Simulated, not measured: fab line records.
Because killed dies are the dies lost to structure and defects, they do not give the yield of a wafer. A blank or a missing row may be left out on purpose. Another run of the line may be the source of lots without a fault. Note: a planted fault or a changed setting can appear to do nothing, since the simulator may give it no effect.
Matching of chambers | flow n5_finfet | N5_SD_EPI_N_SD_RECESS_17 on rie_si-06 has 4 sister chambers
The step chemistry HBr/Cl2/O2, target depth 41 nm, time 23.7 s, bt time 3 s. 18 wafers are shown with their chamber, then 9 later ones without.

== EACH WAFER AND ITS CHAMBER ==
wafer  | chamber | throttle_valve_pct (%) | drypump_motor_current_A (A) | oes_product_au (a.u.)
L080.1 | 3       | 37.3                   | 4.9                         | 1.023
L080.3 | 0       | 37.4                   | 6.0                         | 1.003
L080.5 | 3       | 37.3                   | 4.8                         | 1.009
L081.2 | 0       | 37.4                   | 6.0                         | 1.006
L081.3 | 2       | 36.4                   | 5.5                         | 0.992
L081.5 | 0       | 37.4                   | 6.0                         | 1.005
L084.2 | 0       | 37.4                   | 6.0                         | 0.996
L084.3 | 2       | 36.4                   | 5.5                         | 0.984
L084.5 | 3       | 37.3                   | 4.9                         | 1.018
L086.1 | 1       | 37.1                   | 5.8                         | 1.024
L086.3 | 0       | 37.4                   | 6.0                         | 1.003
L086.4 | 3       | 37.3                   | 4.9                         | 1.022
L088.1 | 1       | 37.1                   | 5.8                         | 1.037
L088.3 | 3       | 37.3                   | 4.8                         | 1.022
L088.5 | 2       | 36.4                   | 5.5                         | 0.988
L090.1 | 2       | 36.4                   | 5.5                         | 0.988
L090.2 | 1       | 37.1                   | 5.8                         | 1.026
L090.5 | 2       | 36.3                   | 5.5                         | 0.992

SIGNATURES (averages over the wafers above)
reading                 | chamber 0 | chamber 1 | chamber 2 | chamber 3 | scatter within a chamber
throttle_valve_pct      | 37.400    | 37.100    | 36.380    | 37.300    | 0.0239
drypump_motor_current_A | 6.000     | 5.800     | 5.500     | 4.860     | 0.0293
oes_product_au          | 1.00260   | 1.02900   | 0.98880   | 1.01880   | 0.00492
Rule: a wafer lies at a distance from a chamber equal to the root of the sum of squares, over the readings, of (its reading less the chamber's mean, divided by the reading's scatter). If the next closest chamber is less than 2 further off than the closest, the wafer can't be placed; otherwise it belongs to the closest. The scatter: take each reading less its chamber's mean, square it, sum over the shown wafers, divide by the number of wafers less the number of chambers, and take the root.

== WAFERS MISSING THEIR CHAMBER ==
wafer  | throttle_valve_pct (%) | drypump_motor_current_A (A) | oes_product_au (a.u.)
L091.2 | 37.3                   | 4.8                         | 1.022
L091.3 | 37.4                   | 6.0                         | 1.001
L091.4 | 37.1                   | 5.8                         | 1.020
L093.2 | 37.3                   | 4.9                         | 1.023
L093.4 | 37.4                   | 6.0                         | 0.994
L093.5 | 36.3                   | 5.5                         | 0.981
L095.1 | 37.4                   | 6.0                         | 0.995
L095.3 | 37.1                   | 5.8                         | 1.019
L095.4 | 37.3                   | 4.9                         | 1.015

== EACH ONE'S CHAMBER ==
wafer  | from the rows above | in truth
L091.2 | 3                   | 3
L091.3 | 0                   | 0
L091.4 | 1                   | 1
L093.2 | 3                   | 3
L093.4 | 0                   | 0
L093.5 | 2                   | 2
L095.1 | 0                   | 0
L095.3 | 1                   | 1
L095.4 | 3                   | 3
9 of 9 placed correctly. Can't be placed from these rows: 0. Placed wrongly: 0.
